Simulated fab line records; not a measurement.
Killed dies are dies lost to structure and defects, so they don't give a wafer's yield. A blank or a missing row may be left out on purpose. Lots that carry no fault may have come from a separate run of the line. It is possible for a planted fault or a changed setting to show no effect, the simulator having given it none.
Chamber matching ; flow n5 finfet ; rie diel-01 running N5_FIN_SAQP_STRIP_77: 4 sister chambers
The step strips in N2/H2, time 90 s. 8 wafers are shown with their chamber, then 9 later ones without.

== WAFERS WITH THEIR CHAMBER ==
wafer;chamber;showerhead plenum p Torr (Torr);drypump motor current A (A)
L078.4;2;3.20;5.6
L080.1;0;3.51;6.0
L081.2;1;3.50;5.9
L081.3;2;3.19;5.6
L081.6;1;3.50;5.9
L087.1;3;3.32;5.8
L087.5;3;3.32;5.7
L087.6;0;3.50;6.0

== WAFERS WITH NO CHAMBER GIVEN ==
wafer;showerhead plenum p Torr (Torr);drypump motor current A (A)
L088.1;3.19;5.6
L088.2;3.50;6.0
L088.5;3.49;5.9
L090.1;3.49;5.9
L090.4;3.49;5.9
L090.5;3.32;5.7
L094.3;3.49;6.0
L094.4;3.49;5.9
L094.6;3.49;6.0

== WHICH CHAMBER EACH ONE RAN IN ==
wafer;from the rows above;in truth
L088.1;2;2
L088.2;can't be placed: 0 or 1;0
L088.5;1;1
L090.1;1;1
L090.4;1;1
L090.5;3;3
L094.3;can't be placed: 0 or 1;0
L094.4;1;1
L094.6;can't be placed: 0 or 1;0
Correct placement for 6 of the 9. Unplaceable from these rows: 3, with the true chamber sitting among the candidates in 3. Placed wrongly: 0.
How it was worked out, from the rows above alone: a wafer's distance from a chamber is the root of the sum, over the readings, of the square of ((its reading less the chamber's mean) divided by the reading's scatter). If the next closest chamber is less than 2 further off than the closest, the wafer can't be placed; otherwise it belongs to the closest. A chamber's mean is the mean of its shown wafers. The scatter: take each reading less its chamber's mean, square it, sum over the shown wafers, divide by the number of wafers less the number of chambers, and take the root.
